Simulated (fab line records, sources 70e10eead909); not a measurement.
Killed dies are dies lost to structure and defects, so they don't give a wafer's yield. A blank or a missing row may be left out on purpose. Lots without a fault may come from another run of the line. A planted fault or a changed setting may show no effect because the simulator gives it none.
fab line records | flow nand_harc
record lots=14 wafers=42 last_day=33
route steps=1302 shown A_CONTACT@1014
lots that met no fault: from a run of the same line without faults
start_h: hours from the record's first day to the start of the lot's first wafer shown | wait_h: hours since the lot's step before | " the same as in the row above | L1.1+2: a row that stands for several wafers | - no value, or no start given | * or withheld: withheld | < > ~ a bound
route shown NAME@n: a module of which the file shows steps, and the number in the route of the first | usual: mean/standard deviation of fault-free wafers | same: alike in all rows | chamber/n: place in a boat | sites: the reading at each site | _std_site: their standard deviation | _edge_site: outer sites' mean less inner sites' | radius_mm: how far each site lies from the wafer's centre | mask NAME#n: copy n | behind: the tool/chamber that last shaped the wafer | hold: why the lot was held/for how many hours/how that ended | device: the transistor (n, p or np) that didn't switch | end of line: the same wafers' tests at the end of the route | a step without rows: its recipe alone | killed: dies lost to structure and defects at the first sort, not the wafer's yield | map: a wafer's dies, x killed, . not, _ none there
set.NAME: the setting as run; set.NAME@STEP: as run at that earlier step | model.NAME: the simulator's own value behind a step, which no gauge read
steps of the route over a sample of lots; a table a step, a row a wafer
services: from which hour (start_h, from the record's first day; less than 0 if before it) a tool's chamber was out of use, for how many hours, and why
## steps
# step NHARC_A_CONTACT_ETCH_120
# recipe source_w=withheld pressure_mtorr=20 bias_v=3000 time_s=190 target_depth_a=18500 ar_flow_sccm=withheld c4f8_flow_sccm=withheld o2_flow_sccm=withheld chemistry=C4F8/O2/Ar
# usual chamber_pressure_mTorr=20.001/0.02 oes_air_line_au=0.998/0.019
# same time_s=190
# columns lot.wafer tool chamber start_h wait_h chamber_pressure_mTorr oes_air_line_au rf_hours_counter_h
L493.2 har_cap_etch-02 1 508.60 0.1 19.971 0.965 82
L493.3 " 1 " " 20.020 1.011 -
L493.6 " 1 " " 19.983 1.006 -
L494.2 har_cap_etch-03 0 518.34 0.1 19.999 0.978 43
L494.3 " 1 " " 20.013 1.022 -
L494.5 " 0 " " 20.019 1.008 -
L495.2 har_cap_etch-01 1 521.30 0.1 20.002 1.002 4
L495.4 " 1 " " 19.984 0.986 -
L495.6 " 1 " " 19.983 0.982 -
L501.2 har_cap_etch-01 1 577.56 0.1 20.006 1.011 15
L501.4 " 1 " " 19.998 1.000 -
L501.6 " 1 " " 19.971 1.002 -
L502.2 har_cap_etch-02 0 585.63 0.1 20.027 0.990 98
L502.1 " 1 " " 19.997 1.016 98
L502.6 " 1 " " 20.020 1.021 -
L503.4 har_cap_etch-01 1 586.21 0.1 19.960 1.045 -
L503.5 " 0 " " 19.997 0.990 -
L503.6 " 1 " " 20.024 0.984 -
L505.2 har_cap_etch-01 1 591.50 0.1 19.987 1.029 20
L505.6 " 1 " " 19.971 1.021 -
L505.5 " 0 " " 20.010 0.987 -
L506.2 har_cap_etch-02 0 626.45 0.1 20.013 1.003 106
L506.6 " 1 " " 20.015 0.983 -
L506.5 " 0 " " 20.009 1.006 -
L508.2 har_cap_etch-03 1 633.10 0.1 20.008 0.968 65
L508.1 " 0 " " 19.995 1.017 65
L508.5 " 0 " " 19.992 0.998 -
L509.3 har_cap_etch-02 1 658.36 0.1 19.996 0.966 -
L509.4 " 0 " " 20.009 1.016 -
L509.6 " 1 " " 20.001 0.983 -
L512.2 har_cap_etch-03 0 670.70 0.1 20.002 0.998 70
L512.1 " 1 " " 19.989 0.990 70
L512.6 " 0 " " 20.000 0.993 -
L513.1 har_cap_etch-02 0 683.34 0.1 19.950 1.002 116
L513.2 " 1 " " 20.011 1.007 116
L513.6 " 1 " " 19.991 1.033 -
L514.2 har_cap_etch-02 1 710.28 0.1 19.981 1.003 121
L514.4 " 0 " " 20.012 1.001 -
L514.5 " 1 " " 20.013 0.990 -
L515.2 har_cap_etch-03 0 716.87 0.1 20.018 0.979 78
L515.3 " 1 " " 20.006 0.983 -
L515.4 " 0 " " 20.002 0.981 -
# step NHARC_A_CONTACT_ETCH_90
# recipe target_depth_a=400 over_etch_frac=0.5 time_s=85.7 ion_energy_ev=120 ch3f_flow_sccm=50 o2_flow_sccm=30 ar_flow_sccm=200 rf_w=500 bias_w=100 chemistry=CH3F/O2
# usual bias_w=99.96/0.27 ch3f_flow_sccm=49.98/0.15 drypump_motor_current_A=5.67/0.29 o2_flow_sccm=30.00/0.096 oes_product_au=0.95/0.036 rf_fwd_power_W=496.3/1.8 rf_vpp_V=244.6/1.5 showerhead_plenum_p_Torr=2.48/0.1 throttle_valve_pct=20.664/0.0095 time_s=85.7/0
# columns lot.wafer tool chamber start_h wait_h bias_w ch3f_flow_sccm drypump_motor_current_A o2_flow_sccm oes_product_au rf_fwd_power_W rf_hours_counter_h rf_vpp_V showerhead_plenum_p_Torr throttle_valve_pct time_s
L493.3 rie_diel-08 2 510.08 0.6 99.52 50.01 5.29 30.12 0.93 494.8 28 245.6 2.57 20.668 85.7
L493.2 " 0 " " 99.87 50.22 5.66 30.01 0.93 498.0 24 243.8 2.43 20.653 85.7
L493.6 " 2 " " 99.82 50.22 5.27 30.11 0.93 495.5 - 245.0 2.57 20.681 85.7
L494.2 rie_diel-01 0 519.81 0.8 99.45 50.17 5.60 30.06 0.91 499.0 44 244.3 2.38 20.669 85.7
L494.3 " 3 " " 100.32 50.17 5.77 29.86 0.93 497.5 41 242.4 2.33 20.678 85.7
L494.5 " 0 " " 99.63 50.05 5.60 29.93 0.92 498.7 - 242.8 2.39 20.655 85.7
L495.4 rie_diel-12 0 522.79 0.7 100.69 49.98 5.59 30.09 0.93 497.5 22 241.9 2.34 20.678 85.7
L495.2 " 2 " " 99.95 50.21 5.86 29.97 0.93 493.8 19 243.3 2.34 20.659 85.7
L495.6 " 1 " " 100.18 50.14 5.68 30.15 0.93 494.7 - 245.1 2.61 20.667 85.7
L501.2 rie_diel-01 2 579.06 0.9 99.73 49.87 6.03 29.86 0.98 497.3 6 244.8 2.46 20.650 85.7
L501.4 " 3 " " 100.18 49.81 5.78 29.96 1.00 499.4 6 243.7 2.32 20.665 85.7
L501.6 " 1 " " 100.06 49.94 5.41 30.09 1.01 497.5 - 246.2 2.61 20.655 85.7
L502.1 rie_diel-12 2 587.16 0.8 - - - - - - - - - - -
L502.2 " 3 " " - - - - - - - - - - -
L502.6 " 1 " " - - - - - - - - - - -
L503.4 rie_diel-08 3 587.64 0.7 - - - - - - - - - - -
L503.5 " 1 " " - - - - - - - - - - -
L503.6 " 2 " " - - - - - - - - - - -
L505.2 rie_diel-08 3 592.99 0.9 99.76 49.80 5.58 29.92 1.00 496.9 6 245.1 2.58 20.657 85.7
L505.5 " 3 " " 99.61 49.72 5.56 30.00 1.01 494.0 - 245.9 2.58 20.653 85.7
L505.6 " 0 " " 100.02 49.95 5.64 30.04 1.00 496.4 - 242.8 2.43 20.657 85.7
L506.2 rie_diel-01 0 627.94 0.8 99.95 49.87 5.62 29.94 0.92 496.3 20 241.8 2.37 20.655 85.7
L506.5 " 2 " " 99.91 49.84 6.05 30.08 0.92 495.1 - 245.1 2.46 20.673 85.7
L506.6 " 3 " " 100.06 50.04 5.78 29.66 0.92 499.8 - 243.1 2.32 20.664 85.7
L508.1 rie_diel-08 0 634.59 0.8 99.59 49.78 5.63 30.01 0.93 497.4 13 243.8 2.42 20.669 85.7
L508.2 " 3 " " 100.06 50.13 5.63 30.11 0.94 493.6 13 245.7 2.58 20.676 85.7
L508.5 " 1 " " 99.90 49.95 6.13 29.96 0.93 497.0 - 243.9 2.41 20.664 85.7
L509.3 rie_diel-08 1 659.79 0.7 100.13 50.05 6.14 29.96 0.95 499.4 16 243.3 2.41 20.661 85.7
L509.4 " 1 " " 100.03 50.02 6.13 30.00 0.95 495.4 - 244.1 2.41 20.687 85.7
L509.6 " 3 " " 99.95 50.06 5.60 30.07 0.93 494.4 - 246.2 2.58 20.653 85.7
L512.2 rie_diel-08 2 672.19 0.9 99.89 50.04 5.30 30.00 1.02 494.6 17 246.3 2.56 20.678 85.7
L512.1 " 3 " " 99.81 50.17 5.61 29.90 1.02 492.5 19 247.1 2.58 20.675 85.7
L512.6 " 3 " " 99.65 49.92 5.58 29.97 1.01 495.1 - 245.1 2.58 20.661 85.7
L513.2 rie_diel-08 3 684.82 0.8 99.78 49.87 5.62 29.95 1.01 494.8 20 245.3 2.58 20.665 85.7
L513.1 " 0 " " 99.94 50.03 5.64 29.95 1.00 498.1 20 244.6 2.42 20.681 85.7
L513.6 " 0 " " 99.94 49.87 5.65 29.81 1.00 496.3 - 244.0 2.42 20.665 85.7
L514.4 rie_diel-08 0 711.76 0.7 99.82 50.16 5.63 29.92 0.93 498.1 24 244.2 2.42 20.660 85.7
L514.2 " 1 " " 100.37 50.09 6.12 29.92 0.94 497.8 22 244.0 2.41 20.653 85.7
L514.5 " 3 " " 99.74 50.02 5.60 29.98 0.92 496.5 - 245.7 2.57 20.666 85.7
L515.2 rie_diel-08 0 718.33 0.8 99.76 49.88 5.64 29.87 1.00 499.4 26 243.7 2.42 20.671 85.7
L515.3 " 2 " " 99.92 50.08 5.28 29.95 1.01 497.2 23 246.5 2.56 20.663 85.7
L515.4 " 3 " " 100.04 50.03 5.60 30.03 0.99 494.6 25 244.4 2.57 20.652 85.7
# step NHARC_A_CONTACT_ETCH_96
# recipe target_depth_a=200 over_etch_frac=0.5 time_s=10 ion_energy_ev=250 c4f6_flow_sccm=25 o2_flow_sccm=20 ar_flow_sccm=500 rf_w=600 bias_w=500 chemistry=C4F6/O2
# usual bias_w=499.9/1.6 c4f6_flow_sccm=25.00/0.076 drypump_motor_current_A=5.63/0.28 o2_flow_sccm=20.00/0.062 oes_product_au=0.964/0.028 rf_fwd_power_W=586.7/2.8 rf_vpp_V=548/3.2 showerhead_plenum_p_Torr=3.96/0.15 throttle_valve_pct=26.904/0.0085
# same time_s=10
# columns lot.wafer tool chamber start_h wait_h bias_w c4f6_flow_sccm drypump_motor_current_A o2_flow_sccm oes_product_au rf_fwd_power_W rf_hours_counter_h rf_vpp_V showerhead_plenum_p_Torr throttle_valve_pct
L493.2 rie_diel-08 3 - - 496.7 24.93 5.57 20.00 0.937 583.3 25 551 4.12 26.906
L493.3 " 2 " " 499.5 24.92 5.33 20.01 0.943 586.7 28 548 4.09 26.913
L493.6 " 0 " " 500.9 25.07 5.65 20.10 0.940 593.0 - 547 3.88 26.901
L494.2 rie_diel-01 1 - - 498.9 25.06 5.38 19.96 0.949 588.9 46 552 4.16 26.902
L494.3 " 2 " " 501.8 24.95 6.05 19.99 0.916 585.9 42 547 3.94 26.904
L494.5 " 1 " " 500.2 24.90 5.40 20.02 0.925 588.5 - 551 4.16 26.920
L495.4 rie_diel-12 3 - - 502.5 25.09 5.01 19.96 0.937 585.4 21 551 4.15 26.909
L495.2 " 0 " " 500.1 25.11 5.64 19.97 0.949 591.2 22 543 3.75 26.907
L495.6 " 2 " " 497.7 24.88 5.86 20.04 0.932 580.7 - 542 3.74 26.900
L501.4 rie_diel-01 3 - - 502.0 25.07 5.77 20.04 1.001 590.0 6 543 3.72 26.916
L501.2 " 2 " " 499.1 24.92 6.06 19.96 0.996 588.1 6 548 3.93 26.914
L501.6 " 3 " " 502.3 24.93 5.74 20.06 1.000 587.4 - 541 3.72 26.921
L502.1 rie_diel-12 3 587.28 0.1 500.2 25.11 5.01 19.98 0.944 586.6 40 550 4.14 26.905
L502.2 " 0 " " 500.6 24.89 5.63 20.02 0.948 585.7 44 543 3.74 26.894
L502.6 " 3 " " 499.7 25.05 5.00 19.90 0.951 582.4 - 551 4.14 26.915
L503.4 rie_diel-08 2 587.75 0.1 499.3 24.92 5.30 20.11 0.960 586.7 5 550 4.08 26.905
L503.6 " 2 " " 499.1 24.95 5.28 19.93 0.966 582.5 - 551 4.08 26.901
L503.5 " 3 " " 499.8 25.00 5.61 19.89 0.967 586.4 - 552 4.11 26.905
L505.2 rie_diel-08 0 - - 499.6 25.02 5.64 20.10 1.005 589.0 6 547 3.87 26.898
L505.6 " 3 " " 500.0 25.05 5.63 19.98 1.010 580.3 - 550 4.11 26.908
L505.5 " 0 " " 501.5 25.07 5.66 20.08 1.002 586.1 - 546 3.87 26.909
L506.2 rie_diel-01 1 - - 503.1 25.05 5.41 20.03 0.935 590.2 19 551 4.14 26.912
L506.5 " 1 " " 500.6 25.09 5.43 20.01 0.935 590.8 - 550 4.14 26.904
L506.6 " 2 " " 497.4 25.14 6.05 19.94 0.942 587.5 - 546 3.92 26.904
L508.2 rie_diel-08 2 - - 501.8 25.02 5.32 20.01 0.952 581.1 13 550 4.08 26.910
L508.1 " 1 " " 501.6 24.91 6.12 19.96 0.958 583.6 12 545 3.85 26.903
L508.5 " 2 " " 501.7 24.96 5.31 19.99 0.947 582.2 - 549 4.08 26.905
L509.3 rie_diel-08 0 659.96 0.2 499.7 24.94 5.64 19.99 0.958 588.6 18 546 3.87 26.904
L509.4 " 3 " " 501.2 24.97 5.59 20.02 0.960 584.9 - 550 4.10 26.901
L509.6 " 0 " " 502.7 24.94 5.63 20.03 0.966 589.4 - 546 3.87 26.905
L512.2 rie_diel-08 2 - - 498.3 24.98 5.30 19.81 1.019 585.7 17 549 4.08 26.895
L512.1 " 0 " " 500.1 25.03 5.65 19.88 1.003 589.7 19 546 3.87 26.889
L512.6 " 2 " " 499.0 24.93 5.28 19.91 1.019 582.9 - 550 4.08 26.892
L513.2 rie_diel-08 2 - - 500.8 25.04 5.31 20.02 1.012 584.1 18 549 4.08 26.899
L513.1 " 1 " " 498.6 25.04 6.16 20.16 1.008 586.0 18 545 3.85 26.888
L513.6 " 2 " " 499.9 24.95 5.29 19.96 1.014 586.3 - 549 4.08 26.924
L514.4 rie_diel-08 1 - - 499.3 24.99 6.08 20.01 0.950 582.9 22 544 3.84 26.910
L514.2 " 2 " " 498.0 24.98 5.32 19.88 0.963 587.3 22 549 4.07 26.905
L514.5 " 2 " " 501.4 25.09 5.32 20.02 0.970 587.0 - 551 4.07 26.909
L515.2 rie_diel-08 2 - - 500.2 24.99 5.30 20.06 0.999 586.1 23 549 4.07 26.897
L515.3 " 0 " " 498.5 24.94 5.67 19.94 0.994 590.8 26 546 3.86 26.912
L515.4 " 1 " " 500.4 25.00 6.10 19.97 0.992 586.1 23 544 3.84 26.912
# step NHARC_A_CONTACT_ETCH_102
# recipe target_depth_a=1000 overetch_a=100 time_s=55 ion_energy_ev=100 cf4_flow_sccm=80 o2_flow_sccm=20 ar_flow_sccm=0 rf_w=300 bias_w=100 chemistry=CF4/O2
# usual bias_w=100.00/0.29 cf4_flow_sccm=80.02/0.26 drypump_motor_current_A=5.6/0.3 o2_flow_sccm=20.00/0.055 oes_product_au=1.002/0.0083 rf_fwd_power_W=296.9/1.4 rf_vpp_V=198.0/1.4 showerhead_plenum_p_Torr=1.35/0.055 throttle_valve_pct=13.397/0.0099
# same time_s=55
# columns lot.wafer tool chamber start_h wait_h bias_w cf4_flow_sccm drypump_motor_current_A o2_flow_sccm oes_product_au rf_fwd_power_W rf_hours_counter_h rf_vpp_V showerhead_plenum_p_Torr throttle_valve_pct
L493.3 rie_diel-01 3 510.57 0.1 100.19 79.92 5.8 20.05 0.996 298.4 35 196.1 1.27 13.384
L493.2 " 0 " " 100.56 80.32 5.6 19.92 0.986 298.1 40 198.3 1.30 13.392
L493.6 " 0 " " 100.51 79.90 5.6 20.04 0.988 297.2 - 196.1 1.30 13.405
L494.2 rie_diel-08 2 520.32 0.1 100.13 79.92 5.3 19.95 0.998 296.9 31 198.9 1.40 13.382
L494.3 " 3 " " 99.75 80.32 5.6 19.92 0.989 296.6 27 197.2 1.41 13.385
L494.5 " 3 " " 99.75 79.94 5.6 19.90 1.001 295.4 - 198.6 1.41 13.399
L495.2 rie_diel-08 1 523.30 0.1 99.67 79.92 6.1 19.97 0.997 296.7 23 197.4 1.31 13.401
L495.4 " 2 " " 100.20 80.04 5.3 19.96 1.005 296.6 31 199.1 1.40 13.420
L495.6 " 2 " " 100.00 79.72 5.3 20.09 1.003 295.9 - 199.2 1.40 13.382
L501.4 rie_diel-08 0 579.76 0.1 100.21 80.17 5.6 19.96 1.004 298.4 3 196.2 1.32 13.380
L501.2 " 1 " " 99.76 79.88 6.1 19.98 1.004 295.9 2 196.7 1.31 13.400
L501.6 " 1 " " 100.20 80.16 6.1 19.98 1.011 294.5 - 197.0 1.31 13.389
L502.2 rie_diel-12 3 587.65 0.1 99.58 80.12 5.0 20.00 1.003 297.3 40 201.0 1.41 13.407
L502.1 " 1 " " 99.95 80.08 5.7 19.98 1.010 297.1 38 198.2 1.41 13.419
L502.6 " 2 " " 100.05 79.96 5.9 19.96 1.007 294.3 - 197.0 1.26 13.392
L503.4 rie_diel-08 3 588.26 0.1 100.11 80.15 5.6 20.01 1.009 296.4 5 199.6 1.40 13.394
L503.5 " 3 " " 100.04 80.02 5.6 19.99 0.999 297.4 - 199.9 1.40 13.391
L503.6 " 0 " " 99.39 80.12 5.6 19.98 1.001 299.6 - 196.2 1.32 13.391
L505.2 rie_diel-08 0 594.06 0.1 99.92 79.97 5.7 20.01 1.002 297.7 6 195.7 1.32 13.412
L505.5 " 2 " " 99.88 80.19 5.3 19.98 1.016 296.7 - 196.7 1.39 13.392
L505.6 " 3 " " 99.81 80.29 5.6 19.96 0.999 295.6 - 198.9 1.40 13.398
L506.2 rie_diel-01 3 628.44 0.1 100.32 79.65 5.7 19.99 0.997 299.6 22 196.2 1.26 13.389
L506.5 " 1 " " 100.09 80.50 5.4 19.98 1.011 297.7 - 199.4 1.41 13.403
L506.6 " 2 " " 100.14 80.49 6.0 20.00 0.996 296.9 - 197.5 1.33 13.400
L508.1 rie_diel-08 2 635.10 0.1 100.10 80.13 5.3 19.94 1.010 296.1 13 198.1 1.39 13.402
L508.2 " 0 " " 100.09 79.94 5.6 20.01 1.009 295.9 13 198.1 1.32 13.395
L508.5 " 1 " " 100.14 79.35 6.1 20.01 1.025 296.0 - 199.7 1.31 13.403
L509.4 rie_diel-01 0 660.35 0.0 99.79 79.99 5.6 19.89 0.988 298.0 29 197.4 1.29 13.408
L509.3 " 1 " " 100.17 80.16 5.4 19.97 0.998 296.6 28 199.4 1.41 13.389
L509.6 " 1 " " 100.56 80.10 5.4 20.00 0.998 298.1 - 199.6 1.41 13.394
L512.2 rie_diel-08 2 672.71 0.1 99.75 80.02 5.3 20.05 1.007 296.7 17 199.9 1.39 13.411
L512.1 " 3 " " 99.71 80.35 5.6 20.09 0.995 296.3 19 197.5 1.40 13.403
L512.6 " 2 " " 99.50 80.29 5.3 20.04 1.010 296.1 - 198.3 1.39 13.412
L513.1 rie_diel-08 1 685.34 0.1 99.45 79.89 6.1 20.04 1.019 295.6 18 196.7 1.31 13.402
L513.2 " 2 " " 100.66 80.35 5.3 20.02 1.017 297.4 18 199.7 1.39 13.398
L513.6 " 2 " " 100.28 80.51 5.3 20.03 1.022 297.8 - 197.7 1.39 13.414
L514.4 rie_diel-08 0 712.25 0.1 100.20 79.87 5.6 19.94 0.989 297.9 24 196.1 1.31 13.383
L514.2 " 2 " " 99.81 79.92 5.3 19.99 1.010 296.5 22 198.3 1.39 13.397
L514.5 " 0 " " 100.33 80.03 5.6 19.99 1.000 299.2 - 197.1 1.31 13.393
L515.4 rie_diel-08 1 718.84 0.1 100.05 80.07 6.1 20.02 1.006 295.8 23 198.0 1.31 13.398
L515.2 " 2 " " 100.13 80.24 5.3 20.06 0.998 296.6 23 198.4 1.39 13.381
L515.3 " 3 " " 100.08 79.89 5.6 19.88 0.993 295.8 25 200.3 1.40 13.401
## services
# columns tool chamber start_h hours kind
rie_diel-08 3 484.89 4.0 repair
har_cap_etch-01 - 497.00 17.0 pm
rie_diel-08 0 500.43 - clean
rie_diel-08 1 500.43 - clean
rie_diel-08 2 500.43 - clean
rie_diel-08 3 500.43 - clean
rie_diel-12 1 503.09 6.9 repair
rie_diel-08 0 525.09 - clean
rie_diel-08 1 525.09 - clean
rie_diel-08 2 525.09 - clean
rie_diel-08 3 525.09 - clean
rie_diel-12 2 533.18 1.2 repair
rie_diel-08 - 545.63 9.0 pm
rie_diel-08 0 545.63 9.0 vent_cycle
rie_diel-08 1 545.63 9.0 vent_cycle
rie_diel-08 2 545.63 9.0 vent_cycle
har_cap_etch-01 - 549.38 0.9 repair
rie_diel-01 - 555.21 0.2 repair
rie_diel-01 - 560.76 9.0 pm
rie_diel-08 1 568.42 6.1 repair
rie_diel-12 - 622.52 9.0 pm
har_cap_etch-02 - 635.17 0.1 repair
rie_diel-08 2 658.58 5.1 repair
rie_diel-08 - 666.06 0.3 repair
## key
first_sign step=NHARC_A_CONTACT_ETCH_90 reading=tool_record direction=missing
effect none on later readings
met_at NHARC_A_CONTACT_ETCH_90
struck_lots L502,L503
later_rows_left_out L502.1,L502.2,L502.6,L503.4,L503.5,L503.6
sort_left_out L502.1,L502.2,L502.6,L503.4,L503.5,L503.6
tester_left_out L502,L503
not_acting_at NHARC_A_CONTACT_ETCH_120,NHARC_A_CONTACT_ETCH_96,NHARC_A_CONTACT_ETCH_102
onset_between 522.79 587.16
fault kind=skipped_step_whole tool=rie_diel-08,rie_diel-12 chamber=- onset_h=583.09 steps=NHARC_A_CONTACT_ETCH_90 scope=struck_lots_only
# tester_left_out: of these lots the tester's yield and bins aren't shown, on N5 and GAA mostly nor the transistor test; their killed dies are dies lost to structure and defects alone, not to doping, threshold or leakage, so they don't give the yield
# sort_left_out: the simulated sort isn't trusted on such a fault, so these wafers' sort isn't shown, and their yield isn't known
# later_rows_left_out: the simulator's readings of these wafers behind a module that went badly wrong aren't trusted and aren't shown, but for the sort
